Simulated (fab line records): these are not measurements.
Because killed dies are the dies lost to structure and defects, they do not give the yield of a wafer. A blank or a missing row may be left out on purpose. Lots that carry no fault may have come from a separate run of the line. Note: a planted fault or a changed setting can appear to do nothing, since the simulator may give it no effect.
fab line records	flow n5-finfet
record: lots: 7	wafers: 21
route steps=1938 shown BEOL_M4@1027 BEOL_M5@1130 BEOL_M7@1266 BEOL_M8@1342
start-h: hours from the record's first day to the start of the lot's first wafer shown	wait-h: hours elapsed since this lot's preceding step	" identical to the entry in the row above	L1.1+2: several wafers, shown together as one row	- value missing, or start not given	* or withheld: withheld	< > ~ a bound
route shown NAME@n: NAME is a module with steps in the file, n the number in the route of the first one	usual: the fault-free wafers' mean and standard deviation	same: alike in all rows	chamber/n: place in a boat	sites: readings site by site	_std_site: standard deviation across them	_edge_site: outer sites' mean less inner sites'	radius-mm: for every site, how far away it sits from the centre of the wafer	mask NAME#n: copy n	behind: the tool/chamber that last shaped the wafer	hold: cause of the lot's hold/its duration in hours/its outcome	device: names the non-switching transistor (n, p or np)	end of line: the tests these same wafers got at the end of their route	where a step has no rows: the recipe by itself	killed: the dies lost at the first sort to structure and to defects; this is not the yield of the wafer	map: the dies of a wafer, with x for killed, . for not killed, _ for no die there
set.NAME: the setting that was run; set.NAME@STEP: the one run at that earlier step	model.NAME: the simulator's own value behind a step, which no gauge read
one table per step and one row per wafer, for lots whose settings were changed on purpose
== steps ==
step: N5_BEOL_M4_COAT_73
recipe: resist: underlayer	temp-c: 205	time-s: 60	spin-rpm: 1500	resist-thk-nm: 5
lot.wafer	tool	chamber	start-h	wait-h	set.spin-rpm
L076.4+5+6	litho-track-04	0	-	-	1500
L075.2+5+6	litho-track-03	0	-	-	1500
L081.2+3+4	litho-track-02	0	-	-	1500
L083.4+6	litho-track-04	0	-	-	1500
L083.5	"	0	"	"	1445
L082.1+3+5	litho-track-02	0	-	-	1500
L097.2+5	litho-track-02	0	-	-	1622
L097.3	"	0	"	"	1500
L096.2	litho-track-03	0	-	-	1500
L096.3+4	"	0	"	"	1361
step: N5_BEOL_M4_DESCUM_16
recipe: chemistry: O2	time-s: 7	source-power-w: 50	bias-power-w: 20	pressure-mtorr: 20	rf-frequency-hz: 2.712e+07	temp-c: 40	resist: CAR-EUV	o2-flow-sccm: 225
lot.wafer	tool	chamber	start-h	wait-h	set.time-s	model.CAR-EUV_of_BEOL_M4_COAT_05.thk-nm
L076.4+5	rie-diel-06	3,0	171.07	0.1	7	26.2
L076.6	"	1	"	"	6.329	26.4
L075.2+5	rie-diel-03	2,3	172.42	0.0	7	26
L075.6	"	0	"	"	7	26.2
L081.2+3	rie-diel-02	0,3	211.57	0.0	7	26.2
L081.4	"	1	"	"	7	26
L083.4	rie-diel-06	1	213.54	0.1	7.841	25.6
L083.5+6	"	3,2	"	"	7	26
L082.1+3	rie-diel-06	2,0	213.81	0.0	7	26
L082.5	"	1	"	"	6.497	26.2
L097.2	rie-diel-02	2	296.60	0.2	6.218	26.4
L097.3+5	"	3	"	"	7	26
L096.2	rie-diel-03	2	303.46	0.1	7	26.2
L096.3+4	"	3,0	"	"	5.961	26.8
step: N5_BEOL_M4_ETCH_74
recipe: chemistry: N2/H2	target: underlayer	target-depth-a: 65	mask-material: CAR-EUV	time-s: 5.2	ion-energy-ev: 200	pressure-mtorr: 30	source-w: 840	bias-w: 150	n2-flow-sccm: 200	h2-flow-sccm: 200	ends: cleared
lot.wafer	tool	chamber	start-h	wait-h	set.spin-rpm@BEOL_M4_COAT_73	model.etch.depth-nm
L076.4	rie-diel-06	3	171.10	0.0	1500	5.017
L076.5+6	"	0,1	"	"	1500	5.025
L075.2+6	rie-diel-03	2,0	172.45	0.0	1500	5.015
L075.5	"	3	"	"	1500	5.03
L081.2	rie-diel-02	0	211.60	0.0	1500	5.008
L081.3	"	3	"	"	1500	5.024
L081.4	"	1	"	"	1500	4.988
L083.4	rie-diel-06	1	213.58	0.0	1500	4.979
L083.5	"	3	"	"	1445	5.072
L083.6	"	2	"	"	1500	4.969
L082.1	rie-diel-06	2	213.84	0.0	1500	4.993
L082.3	"	0	"	"	1500	4.989
L082.5	"	1	"	"	1500	4.994
L097.2	rie-diel-02	2	296.63	0.0	1622	4.801
L097.3	"	3	"	"	1500	4.999
L097.5	"	3	"	"	1622	4.814
L096.2	rie-diel-03	2	303.49	0.0	1500	5.006
L096.3	"	3	"	"	1361	5.242
L096.4	"	0	"	"	1361	5.263
step: N5_BEOL_M4_COAT_67
recipe: resist: SOC	temp-c: 250	time-s: 60	spin-rpm: 1500	resist-thk-nm: 60
lot.wafer	tool	chamber	start-h	wait-h	set.spin-rpm	model.SOC_of_BEOL_M4_COAT_67.thk-nm
L076.4+6	litho-track-04	0	171.52	0.0	1500	59.8
L076.5	"	0	"	"	1425	61.4
L075.2	litho-track-04	0	173.07	0.0	1500	60.2
L075.5+6	"	0	"	"	1500	60
L081.2	litho-track-03	0	212.04	0.0	1594	58.4
L081.3+4	"	0	"	"	1500	60
L083.4	litho-track-03	0	214.12	0.0	1567	58.6
L083.5	"	0	"	"	1500	59.8
L083.6	"	0	"	"	1500	59.6
L082.1+3	litho-track-03	0	214.28	0.0	1500	60.2
L082.5	"	0	"	"	1340	63.6
L097.2	litho-track-02	0	297.07	0.0	1632	57.6
L097.3	"	0	"	"	1632	57.4
L097.5	"	0	"	"	1500	60
L096.2	litho-track-02	0	304.03	0.0	1500	60.2
L096.3	"	0	"	"	1595	58.2
L096.4	"	0	"	"	1500	60
step: N5_BEOL_M4_COAT_68
recipe: resist: SiARC	temp-c: 220	time-s: 60	spin-rpm: 1500	resist-thk-nm: 12
step: N5_BEOL_M4_COAT_76
recipe: resist: underlayer	temp-c: 205	time-s: 60	spin-rpm: 1500	resist-thk-nm: 5
step: N5_BEOL_M4_ALD_98
recipe: material: SiO2	target-thk-a: 25	temp-c: 100	ald-precursor-family: BDEAS	ald-co-reactant: O2-plasma	pulse-time-s: 1	co-reactant-pulse-time-s: 1	purge-time-s: 2	co-reactant-purge-time-s: 2	ald-cycles: 17	pressure-torr: 2
step: N5_BEOL_M4_ETCHBACK_99
recipe: chemistry: CHF3	target: SiO2	target-depth-a: 50	time-s: 10.4	source-w: 215	bias-w: 47	Ar_flow_sccm: 200	CHF3_flow_sccm: 12	ion-energy-ev: 100	pressure-mtorr: 30
step: N5_BEOL_M4_ETCH_70
recipe: chemistry: N2/H2	target: SOC	target-depth-a: 800	overetch-a: 240	mask-material: SiARC	temp-c: 40	time-s: 130	ion-energy-ev: 200	pressure-mtorr: 30	source-w: 840	bias-w: 150	n2-flow-sccm: 200	h2-flow-sccm: 200
lot.wafer	tool	chamber	start-h	wait-h	set.spin-rpm@BEOL_M4_COAT_67	model.etch.depth-nm
L076.4	rie-diel-06	1	174.45	0.0	1500	59.75
L076.5	"	0	"	"	1425	61.36
L076.6	"	3	"	"	1500	59.72
L075.2	rie-diel-02	0	179.04	0.0	1500	60.23
L075.5	"	2	"	"	1500	60
L075.6	"	3	"	"	1500	60.09
L081.2	rie-diel-02	2	214.84	0.0	1594	58.34
L081.3	"	0	"	"	1500	60.08
L081.4	"	1	"	"	1500	60.01
L083.4	rie-diel-03	2	216.40	0.0	1567	58.55
L083.5	"	1	"	"	1500	59.71
L083.6	"	0	"	"	1500	59.67
L082.1	rie-diel-03	0	223.50	0.0	1500	60.24
L082.3	"	2	"	"	1500	60.13
L082.5	"	2	"	"	1340	63.6
L097.2	rie-diel-06	2	305.67	0.0	1632	57.51
L097.3	"	3	"	"	1632	57.45
L097.5	"	2	"	"	1500	59.91
L096.2	rie-diel-03	2	305.79	0.0	1500	60.14
L096.3	"	1	"	"	1595	58.27
L096.4	"	0	"	"	1500	60.01
step: N5_BEOL_M5_ETCH_72
recipe: chemistry: N2/H2	target: underlayer	target-depth-a: 65	mask-material: CAR-EUV	time-s: 5.2	ion-energy-ev: 200	pressure-mtorr: 30	source-w: 840	bias-w: 150	n2-flow-sccm: 200	h2-flow-sccm: 200	ends: cleared
usual: etch-rf-on-time-s: 5.16/0.13	rf-vpp-V: 524.6/2.8
lot.wafer	tool	chamber	start-h	wait-h	set.source-w	etch-rf-on-time-s	rf-vpp-V
L076.4	rie-diel-04	0	182.03	0.0	840	5.07	524.8
L076.5	"	1	"	"	724.6	5.65	554.6
L076.6	"	2	"	"	724.6	5.82	555.1
L075.2	rie-diel-01	3	189.11	0.0	840	5.24	522.9
L075.5	"	2	"	"	840	5.23	523.2
L075.6	"	1	"	"	840	5.19	521.3
L081.2	rie-diel-01	1	222.24	0.0	840	5.29	521.3
L081.3	"	3	"	"	840	5.26	524.9
L081.4	"	3	"	"	840	5.33	523.0
L083.4	rie-diel-04	2	224.89	0.0	688.9	6.03	562.9
L083.5	"	3	"	"	840	5.09	527.8
L083.6	"	2	"	"	840	5.04	530.7
L082.1	rie-diel-05	0	231.37	0.0	937.5	5.06	505.7
L082.3	"	3	"	"	840	5.16	526.1
L082.5	"	0	"	"	840	5.52	522.9
L097.2	rie-diel-04	0	313.27	0.0	840	4.99	525.5
L097.3	"	2	"	"	840	5.05	529.9
L097.5	"	0	"	"	840	4.93	521.1
L096.2	rie-diel-01	3	313.30	0.0	955.1	4.72	501.7
L096.3	"	2	"	"	955.1	4.72	500.4
L096.4	"	1	"	"	840	5.28	522.7
step: N5_BEOL_M5_COAT_66
recipe: resist: SiARC	temp-c: 220	time-s: 60	spin-rpm: 1500	resist-thk-nm: 12
lot.wafer	tool	chamber	start-h	wait-h	set.spin-rpm	model.SiARC_of_BEOL_M5_COAT_66.thk-nm
L076.4	litho-track-05	0	-	-	1582	11.6
L076.5+6	"	0	"	"	1500	12
L075.2+5+6	litho-track-05	0	-	-	1500	12
L081.2+3+4	litho-track-04	0	-	-	1601	11.6
L083.4+6	litho-track-04	0	-	-	1500	12
L083.5	"	0	"	"	1374	12.4
L082.1+3	litho-track-01	0	-	-	1603	11.6
L082.5	"	0	"	"	1500	12
L097.2	litho-track-05	0	-	-	1500	12
L097.3+5	"	0	"	"	1611	11.6
L096.2+3+4	litho-track-04	0	-	-	1500	12
step: N5_BEOL_M5_COAT_74
recipe: resist: underlayer	temp-c: 205	time-s: 60	spin-rpm: 1500	resist-thk-nm: 5
step: N5_BEOL_M5_COAT_22
recipe: resist: CAR-EUV	spin-rpm: 1500	resist-thk-nm: 30
step: N5_BEOL_M5_DESCUM_33
recipe: chemistry: O2	time-s: 7	source-power-w: 50	bias-power-w: 20	pressure-mtorr: 20	rf-frequency-hz: 2.712e+07	temp-c: 40	resist: CAR-EUV	o2-flow-sccm: 225
step: N5_BEOL_M5_ETCH_75
recipe: chemistry: N2/H2	target: underlayer	target-depth-a: 65	mask-material: CAR-EUV	time-s: 5.2	ion-energy-ev: 200	pressure-mtorr: 30	source-w: 840	bias-w: 150	n2-flow-sccm: 200	h2-flow-sccm: 200	ends: cleared
step: N5_BEOL_M5_ETCH_67
recipe: chemistry: CF4	target: SiARC	target-depth-a: 156	mask-material: CAR-EUV	time-s: 26	ion-energy-ev: 80	pressure-mtorr: 40	source-w: 545	bias-w: 36	Ar_flow_sccm: 100	cf4-flow-sccm: 100	ends: cleared
lot.wafer	tool	chamber	start-h	wait-h	set.spin-rpm@BEOL_M5_COAT_66	model.etch.depth-nm	model.CAR-EUV_of_BEOL_M5_COAT_22.thk-nm
L076.4	rie-diel-05	0	182.91	0.0	1582	11.69	11.4
L076.5	"	0	"	"	1500	11.98	11.4
L076.6	"	1	"	"	1500	12.02	11.2
L075.2+5	rie-diel-05	0,2	190.41	0.0	1500	11.98	11.2
L075.6	"	3	"	"	1500	11.94	11.2
L081.2+3	rie-diel-04	1,2	223.63	0.0	1601	11.59	11.4
L081.4	"	3	"	"	1601	11.58	11.4
L083.4	rie-diel-01	2	226.62	0.0	1500	11.91	11.2
L083.5	"	3	"	"	1374	12.47	10.8
L083.6	"	1	"	"	1500	11.94	11.2
L082.1	rie-diel-04	2	232.85	0.0	1603	11.53	11.4
L082.3	"	0	"	"	1603	11.56	11.2
L082.5	"	0	"	"	1500	11.94	10.8
L097.2	rie-diel-05	3	315.08	0.0	1500	11.91	11
L097.3+5	"	0	"	"	1611	11.52	11.4
L096.2	rie-diel-05	1	315.47	0.0	1500	12.01	11
L096.3	"	0	"	"	1500	11.98	11.2
L096.4	"	2	"	"	1500	11.99	11.2
step: N5_BEOL_M7_PECVD_70
recipe: material: SiO2	target-thk-a: 200	temp-c: 400	precursor: TEOS/O2	pressure-torr: 5.5	rf-w: 450	teos-flow-sccm: 53.8	gas: O2	flow-sccm: 3000	time-s: 22.7
lot.wafer	tool	chamber	start-h	wait-h	set.temp-c	model.SiO2_of_BEOL_M7_PECVD_70.thk-nm
L076.4	pecvd-01	0	198.70	0.1	400	20.2
L076.5	"	2	"	"	405.5	19
L076.6	"	1	"	"	405.5	19.4
L075.2+6	pecvd-03	1,0	209.39	0.0	400	19.8
L075.5	"	1	"	"	400	20
L081.2	pecvd-01	0	240.87	0.0	410.6	18.6
L081.3	"	1	"	"	410.6	18.2
L081.4	"	2	"	"	400	20.4
L083.4+6	pecvd-02	0,1	245.41	0.1	400	19.8
L083.5	"	2	"	"	414.5	17.6
L082.1+5	pecvd-02	0,2	251.87	0.0	400	19.8
L082.3	"	2	"	"	400	19.6
L097.2	pecvd-01	2	332.55	0.0	400	20
L097.3	"	1	"	"	400	19.8
L097.5	"	0	"	"	400	20.2
L096.2	pecvd-01	1	334.25	0.0	400	19.6
L096.3	"	0	"	"	395	20.6
L096.4	"	2	"	"	400	20.2
step: N5_BEOL_M7_HM_DEP_02
recipe: material: TiN	target-thk-a: 200	temp-c: 25	chamber-pressure-pa: 0.49996
lot.wafer	tool	chamber	start-h	wait-h	set.target-thk-a	model.TiN_of_BEOL_M7_HM_DEP_02.thk-nm
L076.4	pvd-sputter-03	-	200.91	2.2	200	20.6
L076.5	"	-	"	"	217.1	22
L076.6	"	-	"	"	200	20.4
L075.2	pvd-sputter-03	-	210.07	0.7	200	19.8
L075.5	"	-	"	"	200	20
L075.6	"	-	"	"	200	20.2
L081.2	pvd-sputter-01	-	242.03	1.1	175.3	17.6
L081.3	"	-	"	"	175.3	17.8
L081.4	"	-	"	"	200	20.2
L083.4+6	pvd-sputter-01	-	245.99	0.6	200	20.2
L083.5	"	-	"	"	200	20.4
L082.1	pvd-sputter-02	-	253.52	1.6	208.8	20.8
L082.3	"	-	"	"	200	19.8
L082.5	"	-	"	"	208.8	21.2
L097.2	pvd-sputter-01	-	332.95	0.4	200	20.4
L097.3	"	-	"	"	200	20.2
L097.5	"	-	"	"	200	20
L096.2	pvd-sputter-01	-	335.81	1.5	200	19.8
L096.3+4	"	-	"	"	174	17.4
step: N5_BEOL_M7_COAT_59
recipe: resist: SOC	temp-c: 250	time-s: 60	spin-rpm: 1500	resist-thk-nm: 100
step: N5_BEOL_M7_COAT_60
recipe: resist: SiARC	temp-c: 220	time-s: 60	spin-rpm: 1500	resist-thk-nm: 35
step: N5_BEOL_M7_STRIP_68
recipe: chemistry: N2/H2	temp-c: 40	n2-flow-sccm: 200	h2-flow-sccm: 200	rf-frequency-hz: 6e+07
step: N5_BEOL_M7_STRIP_67
recipe: chemistry: CF4	resist: SiARC	power-w: 300	bias-power-w: 75	pressure-mtorr: 50	cf4-flow-sccm: 150	rf-frequency-hz: 6e+07
step: N5_BEOL_M7_HM_OPEN_17
recipe: chemistry: Cl2/BCl3	target-depth-a: 200	overetch-a: 60	target: TiN	mask-material: SOC	ion-energy-ev: 150	pressure-mtorr: 10	icp-w: 1000	bias-w: 126	Cl2_flow_sccm: 53.25	bcl3-flow-sccm: 21.75	Ar_flow_sccm: 25
lot.wafer	tool	chamber	start-h	wait-h	set.target-thk-a@BEOL_M7_HM_DEP_02	model.etch.depth-nm
L076.4	rie-metal-02	0	202.03	0.1	200	20.54
L076.5	"	0	"	"	217.1	22.04
L076.6	"	0	"	"	200	20.38
L075.2	rie-metal-02	0	210.97	0.1	200	19.72
L075.5	"	0	"	"	200	20.03
L075.6	"	0	"	"	200	20.11
L081.2	rie-metal-03	0	242.90	0.0	175.3	17.61
L081.3	"	0	"	"	175.3	17.85
L081.4	"	1	"	"	200	20.22
L083.4	rie-metal-01	0	246.89	0.1	200	20.13
L083.5	"	0	"	"	200	20.36
L083.6	"	1	"	"	200	20.3
L082.1	rie-metal-02	1	254.48	0.0	208.8	20.87
L082.3	"	0	"	"	200	19.85
L082.5	"	1	"	"	208.8	21.14
L097.2	rie-metal-03	0	333.76	0.0	200	20.47
L097.3	"	0	"	"	200	20.15
L097.5	"	0	"	"	200	20.05
L096.2	rie-metal-03	0	336.67	0.0	200	19.88
L096.3	"	0	"	"	174	17.34
L096.4	"	1	"	"	174	17.4
step: N5_BEOL_M7_STRIP_19
recipe: chemistry: O2	power-w: 400	temp-c: 40	pressure-mtorr: 30	rf-frequency-hz: 6e+07	bias-power-w: 0	overash-fraction: 0.2	o2-flow-sccm: 225
step: N5_BEOL_M7_STRIP_80
recipe: chemistry: N2/H2	time-s: 10	power-w: 450	temp-c: 40	pressure-mtorr: 20	rf-frequency-hz: 6e+07	bias-power-w: 7	n2-flow-sccm: 200	h2-flow-sccm: 200
step: N5_BEOL_M7_HM_STRIP_39
recipe: chemistry: peroxide-tin-strip	material: TiN	target-depth-a: 250	temp-c: 50	time-s: 158
lot.wafer	tool	chamber	start-h	wait-h	set.temp-c@BEOL_M7_PECVD_70	model.SiO2_of_BEOL_M7_PECVD_70.thk-nm
L076.4	wet-bench-04	5	206.23	0.0	400	20
L076.5	"	7	"	"	405.5	19
L076.6	"	0	"	"	405.5	19.2
L075.2+6	wet-bench-04	3,7	213.25	0.0	400	19.6
L075.5	"	6	"	"	400	20
L081.2	wet-bench-04	7	245.91	0.0	410.6	18.4
L081.3	"	6	"	"	410.6	18
L081.4	"	0	"	"	400	20.2
L083.4+6	wet-bench-02	5,2	248.04	0.0	400	19.6
L083.5	"	0	"	"	414.5	17.4
L082.1+5	wet-bench-04	5,0	257.16	0.0	400	19.6
L082.3	"	1	"	"	400	19.4
L097.2	wet-bench-03	5	336.08	0.0	400	19.8
L097.3	"	2	"	"	400	19.6
L097.5	"	0	"	"	400	20
L096.2	wet-bench-04	0	337.89	0.0	400	19.4
L096.3	"	3	"	"	395	20.4
L096.4	"	1	"	"	400	20
step: N5_BEOL_M7_DEP_56
recipe: material: SiCN	target-thk-a: 100	temp-c: withheld	precursor: 3MS/NH3	pressure-torr: 3	rf-w: 202	time-s: 17.5
lot.wafer	tool	chamber	start-h	wait-h	set.time-s	model.SiCN_of_BEOL_M7_DEP_56.thk-nm
L076.4	pecvd-02	0	209.39	0.0	17.5	10.2
L076.5	"	0	"	"	17.5	10.4
L076.6	"	1	"	"	17.5	10
L075.2	pecvd-02	0	216.06	0.0	17.5	10
L075.5+6	"	0,1	"	"	17.5	10.2
L081.2	pecvd-01	0	248.39	0.0	17.5	9.8
L081.3	"	2	"	"	15.15	8.6
L081.4	"	0	"	"	15.15	8.8
L083.4+6	pecvd-01	1,0	251.78	0.0	17.5	10
L083.5	"	2	"	"	17.5	10.2
L082.1	pecvd-03	2	259.90	0.0	17.5	10
L082.3	"	0	"	"	17.5	9.8
L082.5	"	0	"	"	15.98	9.2
L097.2	pecvd-03	2	339.16	0.0	16.13	9.2
L097.3	"	0	"	"	17.5	9.8
L097.5	"	1	"	"	17.5	10
L096.2	pecvd-01	2	340.04	0.0	17.5	9.6
L096.3+4	"	0,1	"	"	17.5	9.8
step: N5_BEOL_M8_EXPOSE_08
recipe: mask-id: M8	na: 1.35	source-shape: dipole	sigma-inner: 0.817	sigma-outer: 0.97	polarization: te	dose-mj: 68.25
lot.wafer	tool	chamber	start-h	wait-h	mask	set.dose-mj
L076.4+5	arfi-scanner-02	0	213.09	-	M8#0	71.07
L076.6	"	0	"	"	M8#0	68.25
L075.2+5+6	arfi-scanner-01	0	217.98	-	M8#0	68.25
L081.2	arfi-scanner-02	0	250.90	-	M8#0	68.25
L081.3+4	"	0	"	"	M8#0	73.05
L083.4+5	arfi-scanner-03	0	254.00	-	M8#0	65.82
L083.6	"	0	"	"	M8#0	68.25
L082.1+3+5	arfi-scanner-02	0	261.56	-	M8#0	68.25
L097.2+3	arfi-scanner-01	0	341.95	-	M8#0	72.1
L097.5	"	0	"	"	M8#0	68.25
L096.2	arfi-scanner-02	0	342.19	-	M8#0	68.25
L096.3+4	"	0	"	"	M8#0	70.33
step: N5_BEOL_M8_PEB_09
recipe: peb-temp-c: withheld	peb-time-s: 60	resist: CAR-ArF
step: N5_BEOL_M8_DEVELOP_10
recipe: develop-time-s: 30	developer: TMAH	resist: CAR-ArF	rinse-liquid: diw	dry: air-spin	dev-temp-c: 23
step: N5_BEOL_M8_CD_MEAS_11
recipe: target-cd-nm: 38.5	landing-energy-ev: 500	detector: se-inlens	polarity: opening
usual: cd-nm: 38.5/0.53
lot.wafer	tool	chamber	start-h	wait-h	set.dose-mj@BEOL_M8_EXPOSE_08	cd-nm
L076.4	cd-sem-03	0	213.20	-	71.07	39.8
L076.5	"	0	"	"	71.07	41.3
L076.6	"	0	"	"	68.25	38.4
L075.2	cd-sem-01	0	218.10	-	68.25	38.3
L075.5	"	0	"	"	68.25	38.4
L075.6	"	0	"	"	68.25	38.7
L081.2	cd-sem-01	0	251.03	-	68.25	38.1
L081.3	"	0	"	"	73.05	42.2
L081.4	"	0	"	"	73.05	42.2
L083.4	cd-sem-03	0	254.12	-	65.82	36.8
L083.5	"	0	"	"	65.82	36.7
L083.6	"	0	"	"	68.25	38.4
L082.1	cd-sem-03	0	261.69	-	68.25	38.5
L082.3	"	0	"	"	68.25	38.7
L082.5	"	0	"	"	68.25	38.0
L097.2	cd-sem-02	0	342.07	-	72.1	41.9
L097.3	"	0	"	"	72.1	41.8
L097.5	"	0	"	"	68.25	38.9
L096.2	cd-sem-02	0	342.31	-	68.25	37.8
L096.3	"	0	"	"	70.33	40.1
L096.4	"	0	"	"	70.33	39.5
step: N5_BEOL_M8_DESCUM_16
recipe: chemistry: O2	time-s: 7.9	source-power-w: 50	bias-power-w: 20	pressure-mtorr: 20	rf-frequency-hz: 2.712e+07	temp-c: 40	resist: CAR-ArF	o2-flow-sccm: 225
step: N5_BEOL_M8_ETCH_61
recipe: chemistry: CF4	target: SiARC	target-depth-a: 455	mask-material: CAR-ArF	time-s: 75.8	ion-energy-ev: 80	pressure-mtorr: 40	source-w: 545	bias-w: 36	Ar_flow_sccm: 100	cf4-flow-sccm: 100	ends: cleared
lot.wafer	tool	chamber	start-h	wait-h	set.dose-mj@BEOL_M8_EXPOSE_08	model.BEOL_M8.cd-offset-nm
L076.4	rie-diel-06	3	213.32	0.0	71.07	1.8
L076.5	"	3	"	"	71.07	2.8
L076.6	"	0	"	"	68.25	0
L075.2	rie-diel-06	2	218.22	0.0	68.25	0
L075.5	"	1	"	"	68.25	0.2
L075.6	"	2	"	"	68.25	-0.2
L081.2	rie-diel-06	2	251.20	0.0	68.25	-0.8
L081.3	"	1	"	"	73.05	4
L081.4	"	3	"	"	73.05	3.2
L083.4	rie-diel-02	3	254.86	0.0	65.82	-1.4
L083.5	"	0	"	"	65.82	-1.6
L083.6	"	1	"	"	68.25	-0.4
L082.1	rie-diel-03	3	261.81	0.0	68.25	-0.2
L082.3	"	0	"	"	68.25	0.4
L082.5	"	3	"	"	68.25	-0.8
L097.2	rie-diel-06	2	342.19	0.0	72.1	3.4
L097.3	"	1	"	"	72.1	3.2
L097.5	"	0	"	"	68.25	0.4
L096.2	rie-diel-02	1	342.43	0.0	68.25	-0.4
L096.3	"	0	"	"	70.33	1.6
L096.4	"	2	"	"	70.33	1
== key ==
split: step: N5_BEOL_M4_COAT_73	setting: spin-rpm	stated: 1500	by: wafer
response: step: N5_BEOL_M4_ETCH_74	reading: model.etch.depth-nm	change: -0.0254	per: 1%	r: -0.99
split: step: N5_BEOL_M4_DESCUM_16	setting: time-s	stated: 7	by: wafer
response: step: N5_BEOL_M4_DESCUM_16	reading: model.CAR-EUV_of_BEOL_M4_COAT_05.thk-nm	change: -0.034	per: 1%	r: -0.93
split: step: N5_BEOL_M4_COAT_67	setting: spin-rpm	stated: 1500	by: wafer
response: step: N5_BEOL_M4_COAT_67	reading: model.SOC_of_BEOL_M4_COAT_67.thk-nm	change: -0.295	per: 1%	r: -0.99
response: step: N5_BEOL_M4_ETCH_70	reading: model.etch.depth-nm	change: -0.295	per: 1%	r: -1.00
split: step: N5_BEOL_M5_ETCH_72	setting: source-w	stated: 840	by: wafer
response: step: N5_BEOL_M5_ETCH_72	reading: etch-rf-on-time-s	change: *	per: 1%	r: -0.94
response: step: N5_BEOL_M5_ETCH_72	reading: rf-vpp-V	change: -1.84	per: 1%	r: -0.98
split: step: N5_BEOL_M5_COAT_66	setting: spin-rpm	stated: 1500	by: wafer
response: step: N5_BEOL_M5_COAT_66	reading: model.SiARC_of_BEOL_M5_COAT_66.thk-nm	change: -0.0556	per: 1%	r: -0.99
response: step: N5_BEOL_M5_ETCH_67	reading: model.etch.depth-nm	change: -0.0584	per: 1%	r: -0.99
response: step: N5_BEOL_M5_ETCH_67	reading: model.CAR-EUV_of_BEOL_M5_COAT_22.thk-nm	change: +0.0509	per: 1%	r: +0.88
split: step: N5_BEOL_M7_PECVD_70	setting: temp-c	stated: 400	by: wafer
response: step: N5_BEOL_M7_PECVD_70	reading: model.SiO2_of_BEOL_M7_PECVD_70.thk-nm	change: -0.657	per: 1%	r: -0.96
response: step: N5_BEOL_M7_HM_STRIP_39	reading: model.SiO2_of_BEOL_M7_PECVD_70.thk-nm	change: -0.652	per: 1%	r: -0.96
split: step: N5_BEOL_M7_HM_DEP_02	setting: target-thk-a	stated: 200	by: wafer
response: step: N5_BEOL_M7_HM_DEP_02	reading: model.TiN_of_BEOL_M7_HM_DEP_02.thk-nm	change: +0.194	per: 1%	r: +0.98
response: step: N5_BEOL_M7_HM_OPEN_17	reading: model.etch.depth-nm	change: +0.198	per: 1%	r: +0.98
split: step: N5_BEOL_M7_DEP_56	setting: time-s	stated: 17.5	by: wafer
response: step: N5_BEOL_M7_DEP_56	reading: model.SiCN_of_BEOL_M7_DEP_56.thk-nm	change: +0.0831	per: 1%	r: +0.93
split: step: N5_BEOL_M8_EXPOSE_08	setting: dose-mj	stated: 68.25	by: wafer
response: step: N5_BEOL_M8_CD_MEAS_11	reading: cd-nm	change: +0.553	per: 1%	r: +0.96
response: step: N5_BEOL_M8_ETCH_61	reading: model.BEOL_M8.cd-offset-nm	change: +0.548	per: 1%	r: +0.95
